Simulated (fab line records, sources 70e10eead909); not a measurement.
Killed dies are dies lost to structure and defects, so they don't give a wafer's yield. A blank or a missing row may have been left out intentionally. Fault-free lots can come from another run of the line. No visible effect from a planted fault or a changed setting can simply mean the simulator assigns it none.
Chamber matching + flow nand-harc + NHARC_A_CONTACT_DEP_24 on pecvd-03: 3 sister chambers
The step deposits SiO2, target thk 500 nm. 18 wafers are shown with their chamber, then 9 later ones without.

== EACH WAFER AND ITS CHAMBER ==
| wafer  | chamber | heater-power-w (W) | showerhead-vpp-V (V) | throttle-valve-pct (%) |
|--------|---------|--------------------|----------------------|------------------------|
| L076.1 | 2       | 675                | 1857                 | 15.7                   |
| L076.5 | 0       | 414                | 1737                 | 15.6                   |
| L076.6 | 2       | 712                | 1813                 | 15.9                   |
| L077.1 | 1       | 645                | 1818                 | 15.9                   |
| L077.3 | 0       | 431                | 1755                 | 15.4                   |
| L077.6 | 2       | 707                | 1832                 | 15.8                   |
| L081.2 | 1       | 546                | 1870                 | 16.5                   |
| L081.3 | 0       | 423                | 1703                 | 15.6                   |
| L081.4 | 2       | 693                | 1820                 | 15.7                   |
| L083.2 | 2       | 661                | 1818                 | 16.0                   |
| L083.3 | 1       | 515                | 1832                 | 16.1                   |
| L083.5 | 2       | 698                | 1795                 | 15.6                   |
| L085.2 | 2       | 679                | 1860                 | 15.7                   |
| L085.3 | 1       | 643                | 1827                 | 16.1                   |
| L085.6 | 0       | 374                | 1722                 | 15.7                   |
| L086.1 | 0       | 463                | 1728                 | 15.8                   |
| L086.5 | 2       | 699                | 1848                 | 15.9                   |
| L086.6 | 1       | 624                | 1823                 | 16.3                   |

SIGNATURES (means of the wafers above)
| reading            | chamber 0 | chamber 1 | chamber 2 | scatter within a chamber |
|--------------------|-----------|-----------|-----------|--------------------------|
| heater-power-w     | 421.00    | 594.60    | 690.50    | 37.1                     |
| showerhead-vpp-V   | 1729.00   | 1834.00   | 1830.38   | 21.5                     |
| throttle-valve-pct | 15.620    | 16.180    | 15.787    | 0.168                    |
Rule: a wafer's distance from a chamber is the root of the sum, over the readings, of the square of ((its reading less the chamber's mean) divided by the reading's scatter). If the next closest chamber is less than 2 further off than the closest, the wafer can't be placed; otherwise it belongs to the closest. The scatter is the square root of a quotient: the sum, over the shown wafers, of each reading's squared deviation from its chamber's mean, divided by wafers minus chambers.

== WAFERS WHOSE CHAMBER IS MISSING ==
| wafer  | heater-power-w (W) | showerhead-vpp-V (V) | throttle-valve-pct (%) |
|--------|--------------------|----------------------|------------------------|
| L090.1 | 557                | 1811                 | 15.9                   |
| L090.2 | 494                | 1853                 | 16.3                   |
| L090.6 | 614                | 1818                 | 16.1                   |
| L092.2 | 490                | 1729                 | 15.8                   |
| L092.4 | 634                | 1841                 | 16.4                   |
| L092.5 | 624                | 1849                 | 16.0                   |
| L097.1 | 463                | 1744                 | 15.4                   |
| L097.5 | 478                | 1750                 | 15.2                   |
| L097.6 | 640                | 1833                 | 15.6                   |

== CHAMBER TAKEN BY EACH ==
| wafer  | from the rows above     | in truth |
|--------|-------------------------|----------|
| L090.1 | can't be placed: 1 or 2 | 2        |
| L090.2 | 1                       | 1        |
| L090.6 | can't be placed: 1 or 2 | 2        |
| L092.2 | 0                       | 0        |
| L092.4 | 1                       | 1        |
| L092.5 | can't be placed: 1 or 2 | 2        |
| L097.1 | 0                       | 0        |
| L097.5 | 0                       | 0        |
| L097.6 | can't be placed: 2 or 1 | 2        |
Correct placement for 5 of the 9. These rows do not allow placing 4 (true chamber among the candidates in 4). Placed wrongly: 0.
